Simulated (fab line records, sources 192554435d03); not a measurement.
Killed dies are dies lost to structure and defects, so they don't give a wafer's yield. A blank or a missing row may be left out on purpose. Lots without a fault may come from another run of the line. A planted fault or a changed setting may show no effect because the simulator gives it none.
fab line records | flow n5_finfet | part 2 of 2: steps 31 to 34 of 34
record lots=7 wafers=21 last_day=18
route steps=1938 shown BEOL_M4@1033
lots that met no fault: from a run of the same line without faults
start_h: hours from the record's first day to the start of the lot's first wafer shown | wait_h: hours since the lot's step before | " the same as in the row above | L1.1+2: a row that stands for several wafers | - no value, or no start given | * or withheld: withheld | < > ~ a bound
route shown NAME@n: a module of which the file shows steps, and the number in the route of the first | usual: mean/standard deviation of fault-free wafers | same: alike in all rows | chamber/n: place in a boat | sites: the reading at each site | _std_site: their standard deviation | _edge_site: outer sites' mean less inner sites' | radius_mm: how far each site lies from the wafer's centre | mask NAME#n: copy n | behind: the tool/chamber that last shaped the wafer | hold: why the lot was held/for how many hours/how that ended | device: the transistor (n, p or np) that didn't switch | end of line: the same wafers' tests at the end of the route | a step without rows: its recipe alone | killed: dies lost to structure and defects at the first sort, not the wafer's yield | map: a wafer's dies, x killed, . not, _ none there
set.NAME: the setting as run; set.NAME@STEP: as run at that earlier step | model.NAME: the simulator's own value behind a step, which no gauge read
lots at some steps of the route; a table a step, a row a wafer
services: from which hour (start_h, from the record's first day; less than 0 if before it) a tool's chamber was out of use, for how many hours, and why
## steps
# step N5_BEOL_M4_ETCHBACK_99
# recipe chemistry=CHF3 target=SiO2 target_depth_a=50 time_s=10.4 source_w=215 bias_w=47 Ar_flow_sccm=200 CHF3_flow_sccm=12 ion_energy_ev=100 pressure_mtorr=30
# usual drypump_motor_current_A=5.9/0.33 oes_product_au=0.78/0.072 rf_vpp_V=240.7/2.3 showerhead_plenum_p_Torr=2.11/0.065 throttle_valve_pct=17.03/0.26
# columns lot.wafer tool chamber start_h wait_h drypump_motor_current_A oes_product_au rf_hours_counter_h rf_vpp_V showerhead_plenum_p_Torr throttle_valve_pct
L700.2 rie_diel-04 0 196.01 5.2 5.5 0.84 80 238.3 2.09 16.73
L700.3 " 3 " " 5.7 0.84 46 244.7 2.29 17.18
L700.4 " 2 " " 5.6 0.74 185 241.5 2.23 17.50
L699.2 rie_diel-01 1 196.05 4.8 6.0 0.68 236 241.4 2.11 17.15
L699.5 " 0 " " 6.1 0.81 - 240.9 2.07 16.69
L699.6 " 3 " " 5.8 0.78 - 238.8 2.07 17.23
L701.1 rie_diel-01 1 199.10 3.2 5.9 0.69 237 241.0 2.11 17.15
L701.2 " 3 " " 5.7 0.78 126 240.2 2.07 17.24
L701.5 " 1 " " 5.9 0.68 - 241.7 2.11 17.15
L711.3 rie_diel-03 1 266.08 7.7 6.3 0.87 43 238.1 2.10 16.72
L711.4 " 0 " " 5.1 0.89 34 244.1 2.09 16.90
L711.5 " 3 " " 5.9 0.74 - 238.4 2.05 17.33
L713.4 rie_diel-01 2 273.33 13.8 6.2 0.68 244 240.5 2.12 17.11
L713.5 " 2 " " 6.2 0.67 - 240.7 2.12 17.09
L713.6 " 3 " " 5.7 0.75 - 239.1 2.06 17.28
L714.2 rie_diel-03 2 282.88 0.9 5.5 0.73 180 241.2 2.23 17.46
L714.3 " 1 " " 6.3 0.86 48 237.4 2.10 16.71
L714.5 " 3 " " 5.9 0.72 - 237.3 2.05 17.34
L716.1 rie_diel-04 2 302.99 11.7 5.6 0.72 218 242.3 2.22 17.56
L716.2 " 0 " " 5.5 0.81 110 237.7 2.08 16.78
L716.5 " 1 " " 6.2 0.81 - 247.2 2.28 17.11
# step N5_BEOL_M4_ETCH_70
# recipe chemistry=N2/H2 target=SOC target_depth_a=800 overetch_a=240 mask_material=SiARC temp_c=40 time_s=130 ion_energy_ev=200 pressure_mtorr=30 source_w=840 bias_w=150 n2_flow_sccm=200 h2_flow_sccm=200
# usual drypump_motor_current_A=5.9/0.33 oes_product_au=0.57/0.05 rf_vpp_V=522.6/2.3 showerhead_plenum_p_Torr=2.50/0.073 throttle_valve_pct=17.81/0.23
# columns lot.wafer tool chamber start_h wait_h drypump_motor_current_A oes_product_au rf_hours_counter_h rf_vpp_V showerhead_plenum_p_Torr throttle_valve_pct model.etch.depth_nm
L700.2 rie_diel-04 0 196.05 0.0 5.5 0.84 80 522.0 2.47 17.49 105.5
L700.3 " 3 " " 5.6 0.83 46 530.1 2.69 17.79 102.8
L700.4 " 2 " " 5.6 0.74 185 526.4 2.63 18.18 102.1
L699.2 rie_diel-01 1 196.09 0.0 6.0 0.68 236 522.0 2.51 17.90 103.8
L699.5 " 0 " " 6.1 0.82 - 521.4 2.45 17.57 103.4
L699.6 " 3 " " 5.7 0.79 - 521.5 2.45 18.03 107.4
L701.1 rie_diel-01 1 199.14 0.0 5.9 0.68 237 520.8 2.51 17.88 104.1
L701.2 " 3 " " 5.8 0.78 126 521.0 2.45 18.03 106.9
L701.5 " 1 " " 5.9 0.68 - 523.9 2.51 17.90 104.6
L711.3 rie_diel-03 1 266.12 0.0 6.3 0.64 43 521.9 2.49 17.48 59.73
L711.4 " 0 " " 5.1 0.63 34 521.1 2.49 17.72 59.93
L711.5 " 3 " " 5.9 0.54 - 520.1 2.42 18.17 59.81
L713.4 rie_diel-01 2 273.37 0.0 6.2 0.51 244 524.2 2.50 17.84 59.86
L713.5 " 2 " " 6.2 0.51 - 521.4 2.50 17.84 59.98
L713.6 " 3 " " 5.7 0.55 - 519.0 2.44 18.05 59.92
L714.2 rie_diel-03 2 282.92 0.0 5.4 0.54 180 528.4 2.64 18.15 59.98
L714.3 " 1 " " 6.3 0.65 48 520.6 2.49 17.48 60.23
L714.5 " 3 " " 5.9 0.54 - 519.6 2.42 18.18 60.18
L716.1 rie_diel-04 2 303.03 0.0 5.6 0.53 218 526.3 2.61 18.23 59.79
L716.2 " 0 " " 5.5 0.59 110 521.7 2.45 17.51 59.89
L716.5 " 1 " " 6.2 0.60 - 527.2 2.69 17.89 60.01
# step N5_BEOL_M4_STRIP_71
# recipe chemistry=N2/H2 temp_c=40 n2_flow_sccm=200 h2_flow_sccm=200 rf_frequency_hz=6e+07
# step N5_BEOL_M4_RC_MEAS_101
# usual DIBL_N=36.3/1.6 DIBL_P=36.5/1.6 IOFF_N=0.163/0.026 IOFF_P=0.22/0.033 ION_N=676/9.9 ION_P=464/6.5 SS_N=71.5/0.5 SS_P=73.3/0.64 VT_N=249.3/2.9 VT_P=-250/3.2
# columns lot.wafer tool chamber start_h wait_h DIBL_N[mV/V] DIBL_P[mV/V] IOFF_N[nA/um] IOFF_P[nA/um] ION_N[uA/um] ION_P[uA/um] SS_N[mV/dec] SS_P[mV/dec] VT_N[mV] VT_P[mV]
L711.3 prober-02 0 271.06 0.3 38.8 38.6 0.221 0.25 688 465 72.2 73.3 246.4 -249
L711.4 " 0 " " 36.6 36.2 0.177 0.21 673 457 72.2 73.1 248.0 -252
L711.5 " 0 " " 37.1 36.6 0.181 0.21 685 461 71.1 73.8 247.4 -251
L713.4 prober-01 0 278.34 0.5 34.5 34.6 0.126 0.15 669 450 71.8 72.4 254.9 -256
L713.5 " 0 " " 34.4 35.4 0.129 0.17 671 460 72.1 73.2 253.3 -259
L713.6 " 0 " " 35.0 34.7 0.134 0.15 666 445 71.4 72.9 252.5 -257
L714.2 prober-01 0 287.39 0.2 38.8 38.5 0.192 0.26 680 466 71.7 73.6 248.1 -248
L714.3 " 0 " " 38.7 38.9 0.184 0.25 670 465 72.1 73.6 247.4 -249
L714.5 " 0 " " 38.1 38.0 0.178 0.23 683 469 71.0 74.0 248.4 -249
L716.1 prober-01 0 307.17 0.0 35.5 36.1 0.146 0.24 666 465 71.4 73.5 250.9 -246
L716.2 " 0 " " 34.7 35.0 0.142 0.22 670 472 71.2 72.6 253.0 -246
L716.5 " 0 " " 33.1 33.0 0.111 0.19 663 466 71.0 72.3 256.7 -250
## services
# columns tool chamber start_h hours kind
ald_sin-02 - 176.79 14.0 pm
ald_sin-02 0 176.79 14.0 vent_cycle
ald_sin-02 1 176.79 14.0 vent_cycle
ald_sin-02 2 176.79 14.0 vent_cycle
ald_sin-02 3 176.79 14.0 vent_cycle
ald_sin-02 0 190.79 - clean
ald_sin-02 1 190.79 - clean
ald_sin-02 2 190.79 - clean
ald_sin-02 3 190.79 - clean
rie_diel-01 1 203.47 7.2 repair
ald_sin-02 3 205.50 4.2 repair
rie_diel-04 1 209.09 6.8 repair
rie_diel-03 2 212.85 15.3 repair
rie_diel-04 - 240.08 14.6 pm
rie_diel-01 1 244.09 - clean
rie_diel-01 1 244.09 - consumable_replace:focus_ring
rie_diel-01 1 244.09 13.9 scheduled_down
rie_diel-01 1 244.09 13.9 vent_cycle
ald_sin-01 - 258.44 0.9 repair
rie_diel-01 2 290.57 - clean
rie_diel-01 2 290.57 - consumable_replace:focus_ring
rie_diel-01 2 290.57 21.6 scheduled_down
rie_diel-01 2 290.57 21.6 vent_cycle
ald_sin-01 - 295.34 28.1 pm
## key
first_sign step=N5_BEOL_M4_STRIP_19 reading=tool_record direction=missing
effect step=N5_BEOL_M4_OVL_MEAS_29 reading=V3_OVL direction=down sigmas=1.3 usual=-0.1 struck=-0.9 wafers_moved=2
effect step=N5_BEOL_M4_ETCH_70 reading=oes_product_au direction=up sigmas=3.7 usual=0.57 struck=0.76
model_effect step=N5_BEOL_M4_STRIP_19 value=SOC_of_BEOL_M4_COAT_61.thk_nm without=0 struck=52.13
model_effect step=N5_BEOL_M4_ETCH_70 value=etch.depth_nm without=60.06 struck=104.5
met_at N5_BEOL_M4_STRIP_19
struck_wafers L699.2,L699.5,L699.6,L700.2,L700.3,L700.4,L701.1,L701.2,L701.5
later_rows_left_out L699.2,L699.5,L699.6,L700.2,L700.3,L700.4,L701.1,L701.2,L701.5
sort_left_out L699.2,L699.5,L699.6,L700.2,L700.3,L700.4,L701.1,L701.2,L701.5
fault kind=skipped_step_whole tool=rie_diel-03,rie_diel-04 chamber=- onset_h=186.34 steps=N5_BEOL_M4_STRIP_19 scope=struck_lots_only
# sort_left_out: the simulated sort isn't trusted on such a fault, so these wafers' sort isn't shown, and their yield isn't known
# later_rows_left_out: the simulator's readings of these wafers behind a module that went badly wrong aren't trusted and aren't shown, but for the sort
